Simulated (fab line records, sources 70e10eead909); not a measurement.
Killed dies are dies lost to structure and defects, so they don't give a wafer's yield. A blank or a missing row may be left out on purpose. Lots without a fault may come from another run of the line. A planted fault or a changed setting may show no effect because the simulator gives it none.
fab line records | flow nand_harc
record lots=6 wafers=18 last_day=31
route steps=1302 shown P_ZERO_WELL@61 P_STI@69
lots that met no fault: from a run of the same line without faults
start_h: hours from the record's first day to the start of the lot's first wafer shown | wait_h: hours since the lot's step before | " the same as in the row above | L1.1+2: a row that stands for several wafers | - no value, or no start given | * or withheld: withheld | < > ~ a bound
route shown NAME@n: a module of which the file shows steps, and the number in the route of the first | usual: mean/standard deviation of fault-free wafers | same: alike in all rows | chamber/n: place in a boat | sites: the reading at each site | _std_site: their standard deviation | _edge_site: outer sites' mean less inner sites' | radius_mm: how far each site lies from the wafer's centre | mask NAME#n: copy n | behind: the tool/chamber that last shaped the wafer | hold: why the lot was held/for how many hours/how that ended | device: the transistor (n, p or np) that didn't switch | end of line: the same wafers' tests at the end of the route | a step without rows: its recipe alone | killed: dies lost to structure and defects at the first sort, not the wafer's yield | map: a wafer's dies, x killed, . not, _ none there
set.NAME: the setting as run; set.NAME@STEP: as run at that earlier step | model.NAME: the simulator's own value behind a step, which no gauge read
lots at some steps of the route; a table a step, a row a wafer
services: from which hour (start_h, from the record's first day; less than 0 if before it) a tool's chamber was out of use, for how many hours, and why
## steps
# step NHARC_P_ZERO_WELL_DESCUM_54
# recipe time_s=3 o2_flow_sccm=200 ar_flow_sccm=0 bias_power_w=0 chemistry=O2
# usual drypump_motor_current_A=6.0/0.38 oes_product_au=1.002/0.0073 rf_vpp_V=57.6/0.82 showerhead_plenum_p_Torr=1.87/0.086 throttle_valve_pct=11.311/0.0095
# columns lot.wafer tool chamber start_h wait_h drypump_motor_current_A oes_product_au rf_hours_counter_h rf_vpp_V showerhead_plenum_p_Torr throttle_valve_pct
L518.4 rie_diel-01 3 26.08 - 5.9 1.004 56 57.3 1.78 11.308
L518.6 " 1 " " 5.4 1.004 - 56.9 1.90 11.305
L518.5 " 2 " " 6.1 0.991 - 56.5 1.80 11.325
L524.3 rie_diel-06 1 85.83 - 6.4 0.992 31 56.7 1.79 11.307
L524.6 " 2 " " 6.4 0.992 - 57.9 1.99 11.317
L524.5 " 3 " " 6.5 0.999 - 59.2 2.06 11.311
L527.1 rie_diel-01 1 115.97 - 5.4 1.000 29 56.6 1.89 11.315
L527.3 " 3 " " 5.9 0.996 21 57.0 1.77 11.304
L527.6 " 1 " " 5.4 1.006 - 58.4 1.90 11.317
L528.1 rie_diel-01 0 126.05 - 5.7 1.017 27 57.4 1.87 11.313
L528.3 " 1 " " 5.3 0.997 31 56.9 1.89 11.303
L528.5 " 0 " " 5.6 1.005 - 57.8 1.87 11.306
L533.3 rie_diel-01 3 175.97 - 5.9 1.017 42 58.2 1.77 11.306
L533.5 " 2 " " 6.1 1.003 - 57.7 1.79 11.309
L533.6 " 3 " " 5.9 1.008 - 56.9 1.77 11.305
L536.4 rie_diel-04 2 205.96 - 6.3 0.999 4 57.7 1.99 11.293
L536.3 " 3 " " 5.5 1.005 4 57.4 1.78 11.316
L536.2 " 0 " " 6.2 1.002 5 57.1 1.84 11.310
# step NHARC_P_ZERO_WELL_IMPLANT_55
# recipe energy_kev=180 dose_cm2=8e+11 tilt_deg=7
# step NHARC_P_ZERO_WELL_IMPLANT_61
# recipe energy_kev=30 dose_cm2=5e+11 tilt_deg=7
# step NHARC_P_ZERO_WELL_STRIP_56
# recipe time_s=840 temp_c=130 chemistry=SPM
# step NHARC_P_ZERO_WELL_PRECLEAN_68
# recipe time_s=60 temp_c=50 bath_age_min=0 chemistry=SC1
# step NHARC_P_ZERO_WELL_SRD_69
# step NHARC_P_ZERO_WELL_RTA_42
# recipe temp_c=1100 time_s=300
# usual lamp_power_pct=38.0/1.8 lamp_zone_4_pct=38.0/1.8 wafer_temp_C_max=1104.4/1.2
# columns lot.wafer tool chamber start_h wait_h lamp_power_pct lamp_zone_4_pct wafer_temp_C_max
L518.4 rtp_anneal-01 0 27.36 - 39.8 39.8 1104.7
L518.5 " 0 " " 39.8 39.9 1106.6
L518.6 " 0 " " 39.8 39.9 1104.6
L524.3 rtp_anneal-02 0 87.03 - 36.2 36.3 1103.2
L524.5 " 0 " " 36.3 36.3 1102.2
L524.6 " 0 " " 36.3 36.2 1103.7
L527.1 rtp_anneal-02 0 116.94 - 36.2 36.2 1102.6
L527.3 " 0 " " 36.2 36.2 1103.2
L527.6 " 0 " " 36.2 36.2 1103.8
L528.1 rtp_anneal-02 0 127.02 - 36.3 36.3 1103.4
L528.3 " 0 " " 36.3 36.3 1104.2
L528.5 " 0 " " 36.2 36.2 1102.8
L533.3 rtp_anneal-02 0 177.15 - 36.1 36.2 1104.5
L533.5 " 0 " " 36.2 36.2 1104.6
L533.6 " 0 " " 36.1 36.2 1104.1
L536.2 rtp_anneal-02 0 207.04 - 36.2 36.2 1103.6
L536.3 " 0 " " 36.3 36.2 1103.7
L536.4 " 0 " " 36.3 36.3 1102.2
# step NHARC_P_ZERO_WELL_INSPECT_43
# usual raw_defect_count=13/6
# columns lot.wafer tool chamber start_h wait_h raw_defect_count
L518.4 defect_inspect-01 - 27.72 0.2 11
L518.5 " - " " 8
L518.6 " - " " 13
L524.3 defect_inspect-02 - 87.50 0.4 16
L524.5 " - " " 15
L524.6 " - " " 5
L527.1 defect_inspect-01 - 117.62 0.6 7
L527.3 " - " " 6
L527.6 " - " " 7
L528.1 defect_inspect-02 - 127.69 0.6 13
L528.3 " - " " 14
L528.5 " - " " 9
L533.3 defect_inspect-01 - 177.61 0.4 17
L533.5 " - " " 16
L533.6 " - " " 13
L536.2 defect_inspect-02 - 207.62 0.5 19
L536.3 " - " " 5
L536.4 " - " " 15
# step NHARC_P_STI_ETCH_26
# recipe target_depth_a=110 chemistry=dHF material=SiO2
# step NHARC_P_STI_PRECLEAN_27
# recipe time_s=* temp_c=50 bath_age_min=0 chemistry=SC1
# step NHARC_P_STI_SRD_28
# step NHARC_P_STI_OXIDE_29
# recipe target_thk_a=100 temp_c=900 ox_time_s=1362 material=SiO2
# step NHARC_P_STI_HM_DEP_30
# recipe target_thk_a=800 temp_c=790 pressure_mtorr=300 time_s=873 material=Si3N4
# usual spike_tc_top_C=806/3.9 zone_power_bottom_pct=20.2/0.83 zone_power_top_pct=27.9/1.5
# columns lot.wafer tool chamber start_h wait_h spike_tc_top_C zone_power_bottom_pct zone_power_top_pct
L518.4 lpcvd-02 1 40.87 4.5 811 21.1 26.6
L518.5 " 1 " " 811 21.2 27.0
L518.6 " 1 " " 810 21.1 27.7
L524.3 lpcvd-01 1 101.99 3.5 802 19.3 26.0
L524.5 " 1 " " 801 19.3 25.7
L524.6 " 1 " " 800 19.3 26.3
L527.1 lpcvd-02 0 129.57 3.5 802 19.6 29.3
L527.3 " 0 " " 803 19.9 28.7
L527.6 " 0 " " 801 19.3 29.4
L528.1 lpcvd-02 0 139.42 3.5 801 19.7 29.3
L528.3 " 0 " " 802 19.5 29.5
L528.5 " 0 " " 801 19.5 29.7
L528.1 lpcvd-02 0 143.19 0.5 802 19.4 29.3
L528.3 " 0 " " 802 19.4 29.2
L528.5 " 0 " " 801 19.4 29.3
L533.3 lpcvd-01 0 188.86 3.5 806 20.7 29.7
L533.5 " 0 " " 807 20.6 29.7
L533.6 " 0 " " 805 20.4 29.9
L533.3 lpcvd-01 0 192.67 0.5 807 20.4 29.3
L533.5 " 0 " " 805 20.9 29.6
L533.6 " 0 " " 806 20.6 29.2
L536.2 lpcvd-02 1 223.46 3.5 811 21.1 27.1
L536.3 " 1 " " 810 21.2 26.8
L536.4 " 1 " " 812 21.0 27.2
# step NHARC_P_STI_DEHYDRATE_01
# recipe temp_c=150 time_s=120
## services
# columns tool chamber start_h hours kind
rie_diel-01 0 8.05 - clean
rie_diel-01 1 8.05 - clean
rie_diel-01 2 8.05 - clean
rie_diel-01 3 8.05 - clean
rtp_anneal-02 - 12.00 12.0 pm
lpcvd-01 - 26.00 26.0 pm
rie_diel-01 - 26.83 9.0 pm
rie_diel-01 0 26.83 9.0 vent_cycle
rie_diel-01 1 26.83 9.0 vent_cycle
rie_diel-01 2 26.83 9.0 vent_cycle
rie_diel-01 3 26.83 9.0 vent_cycle
rie_diel-01 0 35.83 - clean
rie_diel-01 1 35.83 - clean
rie_diel-01 2 35.83 - clean
rie_diel-01 2 35.83 - consumable_replace:focus_ring
rie_diel-01 3 35.83 - clean
rie_diel-06 2 40.87 4.5 repair
rie_diel-01 2 53.44 4.5 repair
rie_diel-06 0 83.36 2.7 repair
rie_diel-04 0 103.79 15.7 repair
rie_diel-01 1 129.90 6.6 repair
rie_diel-06 - 130.21 9.0 pm
rie_diel-04 - 178.24 9.0 pm
rie_diel-01 - 203.83 9.0 pm
## key
first_sign step=NHARC_P_STI_HM_DEP_30 reading=visit direction=added
effect none on later readings
met_at NHARC_P_STI_HM_DEP_30
struck_wafers L528.1,L528.3,L528.5,L533.3,L533.5,L533.6
tester_left_out L528,L533
fault kind=repeated_step_whole tool=lpcvd-01,lpcvd-02 chamber=- onset_h=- steps=NHARC_P_STI_HM_DEP_30 times=1 scope=struck_lots_only
# tester_left_out: of these lots the tester's yield and bins aren't shown, on N5 and GAA mostly nor the transistor test; their killed dies are dies lost to structure and defects alone, not to doping, threshold or leakage, so they don't give the yield
